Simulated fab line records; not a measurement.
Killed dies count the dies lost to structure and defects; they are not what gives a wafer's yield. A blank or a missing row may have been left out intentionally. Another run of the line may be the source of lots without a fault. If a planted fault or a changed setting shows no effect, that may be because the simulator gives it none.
Which tool was responsible? / flow nand_harc / 11 lots with 33 wafers sampled at 5 steps, on a route of 1159 steps

== WHAT THE GAUGES READ, wafer by wafer ==
NHARC_END_SORT_01.
lot=L673; measured=day 23 09:14; on=prober-01; killed_at_array=667 19 15
lot=L669; measured=day 22 15:31; on=prober-02; killed_at_array=676 40 40

== EACH LOT AND THE TOOL THAT RAN IT (in order: tool; ch and the chambers of the sampled wafers; start) ==
lot=L658; NHARC_A_STAIRCASE_ETCH_27=rie_diel-13 ch 0,2, day 11 01:25 or earlier; NHARC_A_STAIRCASE_TRIM_189=rie_diel-13 ch 0,2, day 11 01:25 or earlier; NHARC_A_STAIRCASE_ETCH_192=rie_diel-13 ch 0,2, day 11 01:25; NHARC_A_STAIRCASE_TRIM_193=rie_diel-13 ch 0,2, no start
lot=L659; NHARC_A_STAIRCASE_ETCH_27=rie_diel-13 ch 0,1,3, day 11 19:14 or earlier; NHARC_A_STAIRCASE_TRIM_189=rie_diel-08 ch 1,2, day 11 19:14 or earlier; NHARC_A_STAIRCASE_ETCH_192=rie_diel-08 ch 0,3, day 11 19:14; NHARC_A_STAIRCASE_TRIM_193=rie_diel-08 ch 1,2,3, no start
lot=L661; NHARC_A_STAIRCASE_ETCH_27=rie_diel-08 ch 1,2, day 11 22:22 or earlier; NHARC_A_STAIRCASE_TRIM_189=rie_diel-08 ch 0,3, day 11 22:22 or earlier; NHARC_A_STAIRCASE_ETCH_192=rie_diel-08 ch 0,3, day 11 22:22; NHARC_A_STAIRCASE_TRIM_193=rie_diel-08 ch 0,1,2, no start
lot=L665; NHARC_A_STAIRCASE_ETCH_27=rie_diel-08 ch 1,2, day 12 08:59 or earlier; NHARC_A_STAIRCASE_TRIM_189=rie_diel-13 ch 0,1,2, day 12 08:59 or earlier; NHARC_A_STAIRCASE_ETCH_192=rie_diel-13 ch 1,2,3, day 12 08:59; NHARC_A_STAIRCASE_TRIM_193=rie_diel-13 ch 0,2,3, no start
lot=L664; NHARC_A_STAIRCASE_ETCH_27=rie_diel-13 ch 1,2,3, day 12 08:53 or earlier; NHARC_A_STAIRCASE_TRIM_189=rie_diel-13 ch 1,2, day 12 08:53; NHARC_A_STAIRCASE_ETCH_192=rie_diel-09 ch 0,2, day 12 09:19; NHARC_A_STAIRCASE_TRIM_193=rie_diel-13 ch 1,3, day 12 09:28
lot=L667; NHARC_A_STAIRCASE_ETCH_27=rie_diel-09 ch 0,2, day 13 07:03 or earlier; NHARC_A_STAIRCASE_TRIM_189=rie_diel-13 ch 0,1,3, day 13 07:03 or earlier; NHARC_A_STAIRCASE_ETCH_192=rie_diel-13 ch 0,2, day 13 07:03; NHARC_A_STAIRCASE_TRIM_193=rie_diel-13 ch 1,2,3, no start
lot=L673; NHARC_A_STAIRCASE_ETCH_27=rie_diel-08 ch 2,3, day 14 11:44 or earlier; NHARC_A_STAIRCASE_TRIM_189=rie_diel-13 ch 1,2,3, day 14 11:44 or earlier; NHARC_A_STAIRCASE_ETCH_192=rie_diel-13 ch 0,2,3, day 14 11:44; NHARC_A_STAIRCASE_TRIM_193=rie_diel-13 ch 0,3, day 23 09:14 or earlier
lot=L669; NHARC_A_STAIRCASE_ETCH_27=rie_diel-13 ch 0,1,2, day 14 13:14 or earlier; NHARC_A_STAIRCASE_TRIM_189=rie_diel-13 ch 0,2, day 14 13:14 or earlier; NHARC_A_STAIRCASE_ETCH_192=rie_diel-13 ch 0,2, day 14 13:14; NHARC_A_STAIRCASE_TRIM_193=rie_diel-13 ch 2,3, day 22 15:31 or earlier
lot=L676; NHARC_A_STAIRCASE_ETCH_27=rie_diel-08 ch 1,2,3, day 15 07:53 or earlier; NHARC_A_STAIRCASE_TRIM_189=rie_diel-09 ch 0,2,3, day 15 07:53 or earlier; NHARC_A_STAIRCASE_ETCH_192=rie_diel-09 ch 0,2,3, day 15 07:53; NHARC_A_STAIRCASE_TRIM_193=rie_diel-09 ch 0,2,3, no start
lot=L680; NHARC_A_STAIRCASE_ETCH_27=rie_diel-13 ch 0,2, day 16 05:17 or earlier; NHARC_A_STAIRCASE_TRIM_189=rie_diel-08 ch 1,2,3, day 16 05:17 or earlier; NHARC_A_STAIRCASE_ETCH_192=rie_diel-08 ch 0,3, day 16 05:17; NHARC_A_STAIRCASE_TRIM_193=rie_diel-08 ch 0,1, no start
lot=L679; NHARC_A_STAIRCASE_ETCH_27=rie_diel-09 ch 1,2,3, day 16 08:36 or earlier; NHARC_A_STAIRCASE_TRIM_189=rie_diel-08 ch 0,1,2, day 16 08:36 or earlier; NHARC_A_STAIRCASE_ETCH_192=rie_diel-08 ch 0,1,2, day 16 08:36; NHARC_A_STAIRCASE_TRIM_193=rie_diel-08 ch 0,2,3, no start
- NHARC_A_STAIRCASE_ETCH_27: etches the open film in C4F8/O2, target depth 100 nm, time 40.5 s.
- NHARC_A_STAIRCASE_TRIM_189: chemistry O2, time 211.2 s.
- NHARC_A_STAIRCASE_ETCH_192: etches the open film in C4F8/O2, target depth 100 nm, time 40.5 s.
- NHARC_A_STAIRCASE_TRIM_193: chemistry O2, time 211.2 s.

== THE ANSWER, worked out from the rows above alone ==
Rule: the lots themselves supply what counts as usual. Put in order of their means at a reading, lots are off if they are a third of the lots or fewer, leave a main group of 4 or more, and stand apart from it by a gap of 3 or more times the standard deviation of the main group's means; of several such gaps the widest counts. A main group is skipped when, at the precision printed for the reading in the tables above, its means are all equal. Also off: a lot with no number at a reading for which 4 or more lots have one. All remaining lots with rows at the step are treated as sound.
No lot is off on any of the readings shown, so nothing can be concluded from this.

== WHAT HAD BEEN PUT IN BY THE SIMULATOR ==
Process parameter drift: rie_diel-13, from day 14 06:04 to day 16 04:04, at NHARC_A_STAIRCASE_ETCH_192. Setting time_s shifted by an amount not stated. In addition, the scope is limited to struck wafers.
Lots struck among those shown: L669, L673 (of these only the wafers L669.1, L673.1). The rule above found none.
